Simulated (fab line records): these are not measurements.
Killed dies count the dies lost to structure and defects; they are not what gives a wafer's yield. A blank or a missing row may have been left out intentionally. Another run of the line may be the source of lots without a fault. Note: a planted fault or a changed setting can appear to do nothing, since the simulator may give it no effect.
Chamber matching | flow n5Finfet | 4 sister chambers for N5_BEOL_M15_ETCH_57 on rieDiel-03
The step etches SOC in N2/H2, time 750 s. 8 wafers are shown with their chamber, then 7 later ones without.

## EACH WAFER AND ITS CHAMBER
wafer  | chamber | drypumpMotorCurrentA (A) | showerheadPlenumPTorr (Torr)
L078.3 | 3       | 5.9                      | 2.63
L079.4 | 0       | 6.8                      | 2.55
L079.5 | 2       | 4.9                      | 2.48
L086.1 | 0       | 6.8                      | 2.54
L086.2 | 1       | 6.1                      | 2.63
L086.4 | 2       | 4.9                      | 2.48
L085.3 | 3       | 6.0                      | 2.62
L085.4 | 1       | 6.1                      | 2.63

## WAFERS WITHOUT THEIR CHAMBER
wafer  | drypumpMotorCurrentA (A) | showerheadPlenumPTorr (Torr)
L085.5 | 6.1                      | 2.63
L089.1 | 6.0                      | 2.62
L089.2 | 6.7                      | 2.54
L089.6 | 5.9                      | 2.62
L097.1 | 6.1                      | 2.62
L097.2 | 4.9                      | 2.47
L097.5 | 6.1                      | 2.62

## CHAMBER TAKEN BY EACH
wafer  | from the rows above     | in truth
L085.5 | 1                       | 1
L089.1 | can't be placed: 3 or 1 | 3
L089.2 | 0                       | 0
L089.6 | 3                       | 3
L097.1 | 1                       | 1
L097.2 | 2                       | 2
L097.5 | 1                       | 1
6 of 7 placed correctly. Can't be placed from these rows: 1 (the true chamber is among the candidates in 1). Number placed wrongly: 0.
How it was worked out, from the rows above alone: a wafer's distance from a chamber is the root of the sum, over the readings, of the square of ((its reading less the chamber's mean) divided by the reading's scatter). The wafer belongs to the nearest chamber; if the next one is less than 2 further off, it can't be placed. For every chamber, the mean is computed from those of its wafers that are shown. The scatter: take each reading less its chamber's mean, square it, sum over the shown wafers, divide by the number of wafers less the number of chambers, and take the root.
